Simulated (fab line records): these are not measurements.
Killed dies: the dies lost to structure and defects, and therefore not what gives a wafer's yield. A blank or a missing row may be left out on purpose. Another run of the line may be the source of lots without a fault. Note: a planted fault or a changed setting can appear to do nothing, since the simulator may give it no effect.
Chamber matching || flow n5_finfet || N5_BEOL_M10_ETCH_62 on rie_diel-06 has 4 sister chambers
The step etches SOC in N2/H2, target depth 110 nm, overetch 22 nm, time 165 s. 14 wafers are shown with their chamber, then 7 later ones without.

== WAFERS, EACH WITH ITS CHAMBER ==
{"wafer": "L080.2", "chamber": 1, "drypump_motor_current_A (A)": 6.1, "throttle_valve_pct (%)": 18.01, "n2_flow_sccm (sccm)": 199.7}
{"wafer": "L080.4", "chamber": 2, "drypump_motor_current_A (A)": 5.3, "throttle_valve_pct (%)": 17.70, "n2_flow_sccm (sccm)": 201.4}
{"wafer": "L080.5", "chamber": 0, "drypump_motor_current_A (A)": 5.4, "throttle_valve_pct (%)": 18.20, "n2_flow_sccm (sccm)": 199.9}
{"wafer": "L081.2", "chamber": 3, "drypump_motor_current_A (A)": 5.1, "throttle_valve_pct (%)": 17.62, "n2_flow_sccm (sccm)": 199.8}
{"wafer": "L081.5", "chamber": 1, "drypump_motor_current_A (A)": 6.2, "throttle_valve_pct (%)": 18.01, "n2_flow_sccm (sccm)": 200.0}
{"wafer": "L081.6", "chamber": 0, "drypump_motor_current_A (A)": 5.3, "throttle_valve_pct (%)": 18.20, "n2_flow_sccm (sccm)": 199.7}
{"wafer": "L085.1", "chamber": 2, "drypump_motor_current_A (A)": 5.3, "throttle_valve_pct (%)": 17.73, "n2_flow_sccm (sccm)": 201.2}
{"wafer": "L085.4", "chamber": 3, "drypump_motor_current_A (A)": 5.1, "throttle_valve_pct (%)": 17.65, "n2_flow_sccm (sccm)": 200.9}
{"wafer": "L085.5", "chamber": 0, "drypump_motor_current_A (A)": 5.4, "throttle_valve_pct (%)": 18.21, "n2_flow_sccm (sccm)": 199.5}
{"wafer": "L088.1", "chamber": 1, "drypump_motor_current_A (A)": 6.1, "throttle_valve_pct (%)": 17.61, "n2_flow_sccm (sccm)": 199.3}
{"wafer": "L088.3", "chamber": 3, "drypump_motor_current_A (A)": 5.1, "throttle_valve_pct (%)": 17.64, "n2_flow_sccm (sccm)": 200.1}
{"wafer": "L088.4", "chamber": 2, "drypump_motor_current_A (A)": 5.3, "throttle_valve_pct (%)": 17.75, "n2_flow_sccm (sccm)": 200.3}
{"wafer": "L087.1", "chamber": 1, "drypump_motor_current_A (A)": 6.2, "throttle_valve_pct (%)": 17.60, "n2_flow_sccm (sccm)": 199.9}
{"wafer": "L087.2", "chamber": 2, "drypump_motor_current_A (A)": 5.2, "throttle_valve_pct (%)": 17.74, "n2_flow_sccm (sccm)": 200.4}

SIGNATURES, as means of the wafers listed above
{"reading": "drypump_motor_current_A", "chamber 0": 5.367, "chamber 1": 6.150, "chamber 2": 5.275, "chamber 3": 5.100, "scatter within a chamber": 0.0492}
{"reading": "throttle_valve_pct", "chamber 0": 18.2033, "chamber 1": 17.8075, "chamber 2": 17.7300, "chamber 3": 17.6367, "scatter within a chamber": 0.129}
{"reading": "n2_flow_sccm", "chamber 0": 199.700, "chamber 1": 199.725, "chamber 2": 200.825, "chamber 3": 200.267, "scatter within a chamber": 0.441}
Rule: a wafer lies at a distance from a chamber equal to the root of the sum of squares, over the readings, of (its reading less the chamber's mean, divided by the reading's scatter). The wafer belongs to the nearest chamber; if the next one is less than 2 further off, it can't be placed. The scatter: the root of (the sum of the squares of (reading less its chamber's mean) over the shown wafers, divided by (wafers less chambers)).

== WAFERS WHOSE CHAMBER IS MISSING ==
{"wafer": "L087.3", "drypump_motor_current_A (A)": 5.1, "throttle_valve_pct (%)": 17.65, "n2_flow_sccm (sccm)": 199.6}
{"wafer": "L092.1", "drypump_motor_current_A (A)": 5.3, "throttle_valve_pct (%)": 17.74, "n2_flow_sccm (sccm)": 200.7}
{"wafer": "L092.4", "drypump_motor_current_A (A)": 5.2, "throttle_valve_pct (%)": 17.67, "n2_flow_sccm (sccm)": 200.0}
{"wafer": "L092.5", "drypump_motor_current_A (A)": 5.1, "throttle_valve_pct (%)": 17.66, "n2_flow_sccm (sccm)": 200.7}
{"wafer": "L094.2", "drypump_motor_current_A (A)": 5.3, "throttle_valve_pct (%)": 18.24, "n2_flow_sccm (sccm)": 200.5}
{"wafer": "L094.3", "drypump_motor_current_A (A)": 5.3, "throttle_valve_pct (%)": 17.76, "n2_flow_sccm (sccm)": 200.9}
{"wafer": "L094.6", "drypump_motor_current_A (A)": 5.3, "throttle_valve_pct (%)": 18.25, "n2_flow_sccm (sccm)": 200.2}

== THE CHAMBER EACH PASSED THROUGH ==
{"wafer": "L087.3", "from the rows above": 3, "in truth": 3}
{"wafer": "L092.1", "from the rows above": 2, "in truth": 2}
{"wafer": "L092.4", "from the rows above": "can't be placed: 3 or 2", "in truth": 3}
{"wafer": "L092.5", "from the rows above": 3, "in truth": 3}
{"wafer": "L094.2", "from the rows above": "can't be placed: 0 or 2", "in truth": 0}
{"wafer": "L094.3", "from the rows above": 2, "in truth": 2}
{"wafer": "L094.6", "from the rows above": 0, "in truth": 0}
5 of 7 placed correctly. Unplaceable from these rows: 2, with the true chamber sitting among the candidates in 2. Wrongly placed: 0.
